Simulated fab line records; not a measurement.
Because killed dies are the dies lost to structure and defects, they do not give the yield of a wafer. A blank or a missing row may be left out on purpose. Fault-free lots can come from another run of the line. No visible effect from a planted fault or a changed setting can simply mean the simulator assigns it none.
Split-lot experiment	flow n5 finfet	route with 1938 steps; 7 lots, 21 wafers read

## THE SPLIT ITSELF
At N5_BEOL_M15_EXPOSE_25 (exposes mask M15, target cd 400 nm), the setting dose mj was moved away from the recipe's 35.5 on 8 of the 21 wafers read, by -6.9% to +6.9%. All remaining wafers had this setting at the recipe value.

## FROM THE SPLIT TO THE READING: what the file shows between them, 3 steps
- N5_BEOL_M15_PEB_26: peb time 90 s
- N5_BEOL_M15_DEVELOP_27: develop time 45 s
- N5_BEOL_M15_HARDBAKE_32: time 120 s

## THE READING
cd nm at N5_BEOL_M15_CD_MEAS_28, given in nm (cd target 407.6 nm). Typical for fault-free wafers on this fab line: 408.1 nm, with standard deviation 1.6 nm.

wafer	tool, chamber at the split	dose mj as run	against the recipe	cd nm, nm	against lot-mates on the recipe
L074.2	krf scanner-02, 0	35.5	recipe	410.1	-
L074.4	krf scanner-02, 0	37.96	+6.9%	417.5	+7.1
L074.6	krf scanner-02, 0	35.5	recipe	410.7	-
L075.3	krf scanner-01, 0	35.5	recipe	406.5	-
L075.5	krf scanner-01, 0	37.84	+6.6%	417.8	+11.3
L075.6	krf scanner-01, 0	35.5	recipe	406.5	-
L080.1	krf scanner-01, 0	33.42	-5.9%	398.7	no lot-mate on the recipe
L080.2	krf scanner-01, 0	33.42	-5.9%	400.0	no lot-mate on the recipe
L080.4	krf scanner-01, 0	33.42	-5.9%	399.4	no lot-mate on the recipe
L084.3	krf scanner-02, 0	35.5	recipe	409.6	-
L084.4	krf scanner-02, 0	35.5	recipe	409.7	-
L084.5	krf scanner-02, 0	35.5	recipe	410.5	-
L088.2	krf scanner-02, 0	35.5	recipe	409.1	-
L088.4	krf scanner-02, 0	33.05	-6.9%	397.8	-11.8
L088.6	krf scanner-02, 0	35.5	recipe	410.1	-
L091.3	krf scanner-01, 0	35.5	recipe	406.7	-
L091.5	krf scanner-01, 0	35.5	recipe	406.7	-
L091.6	krf scanner-01, 0	35.5	recipe	406.6	-
L082.1	krf scanner-01, 0	37.9	+6.8%	417.2	+11.6
L082.3	krf scanner-01, 0	35.5	recipe	405.6	-
L082.6	krf scanner-01, 0	37.9	+6.8%	418.7	+13.1

FIT RESULTS
A straight line over all 21 wafers: cd nm changes by +1.46 nm for each +1% of dose mj; r = +0.97; the points scatter about the line by 1.6 nm.
The same after taking each lot's own level away (the mean of its wafers on the recipe; 18 wafers): +1.62 nm for each +1%; r = +0.98; scatter 1.2 nm.
Per that fit: largest dose mj move, reading shift of 11 nm.
The span of the lots' own levels, 405.60 to 410.40 nm, comes to 3.0 times the standard deviation stated above.
The two slopes are in agreement: the lot-to-lot level therefore moves the slope only a little.
Check: with one of the wafers moved furthest among these (+6.9%) left out of the fit, the line predicts +12.3 nm for it against its lot-mates. It came out at +7.1 nm against them.

## THE WHOLE CHAIN: every reading that the file lists as answering this split, in the file's order
step	what it does	reading	change (the file's fit)	r (the file's)
N5_BEOL_M15_CD_MEAS_28	target cd 407.6 nm	cd nm	+1.56 nm for each +1% of the setting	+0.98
N5_BEOL_M15_DESCUM_33	chemistry O2, time 7.9 s	BEOL_M15.cd nm (the simulator's own value, which no gauge read)	+1.55 nm for each +1% of the setting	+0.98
N5_BEOL_M15_ETCH_61	etches BARC in N2/H2, target depth 89 nm, overetch 26.7 nm, time 67.9 s	BEOL_M15.cd nm (the simulator's own value, which no gauge read)	+1.53 nm for each +1% of the setting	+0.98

## THE FILE'S OWN FIT
cd nm changes by +1.56 nm for each +1% of dose mj, r = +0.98.
